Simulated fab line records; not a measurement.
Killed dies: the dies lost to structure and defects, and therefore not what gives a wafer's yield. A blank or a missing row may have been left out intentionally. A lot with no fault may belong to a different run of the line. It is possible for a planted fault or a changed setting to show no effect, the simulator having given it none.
Matching of chambers | flow nand_harc | NHARC_A_BONDPAD_ETCH_34 on rie_diel-02 has 4 sister chambers
The step etches the open film in N2/H2, target depth 60 nm, overetch 18 nm, time 65.91 s. 4 wafers are shown with their chamber, then 8 later ones without.

## WAFERS, EACH WITH ITS CHAMBER
wafer  | chamber | rf_vpp_V (V)
L744.5 | 3       | 430.0
L746.4 | 0       | 429.8
L746.5 | 2       | 425.8
L750.2 | 1       | 432.5

## WAFERS WITH NO CHAMBER GIVEN
wafer  | rf_vpp_V (V)
L750.5 | 430.8
L750.6 | 432.7
L751.1 | 432.5
L751.2 | 433.7
L751.6 | 427.8
L753.1 | 428.6
L753.3 | 429.5
L753.4 | 430.3

## THE CHAMBER EACH PASSED THROUGH
wafer  | from the rows above          | in truth
L750.5 | can't be placed: 3 or 0 or 1 | 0
L750.6 | 1                            | 1
L751.1 | 1                            | 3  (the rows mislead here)
L751.2 | 1                            | 1
L751.6 | can't be placed: 0 or 2 or 3 | 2
L753.1 | can't be placed: 0 or 3 or 2 | 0
L753.3 | can't be placed: 0 or 3      | 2
L753.4 | can't be placed: 3 or 0 or 1 | 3
Placed correctly: 2 of 8. Not placeable from these rows: 5 (in 4, the candidates include the true chamber). Placed wrongly: 1.
How it was worked out, from the rows above alone: a wafer's distance from a chamber is the root of the sum, over the readings, of the square of ((its reading less the chamber's mean) divided by the reading's scatter). The wafer belongs to the nearest chamber; if the next one is less than 2 further off, it can't be placed. The mean given for a chamber averages the wafers shown for that chamber. The scatter: root of mean squared gap, hidden wafer to nearest shown wafer, with one shown wafer a chamber.
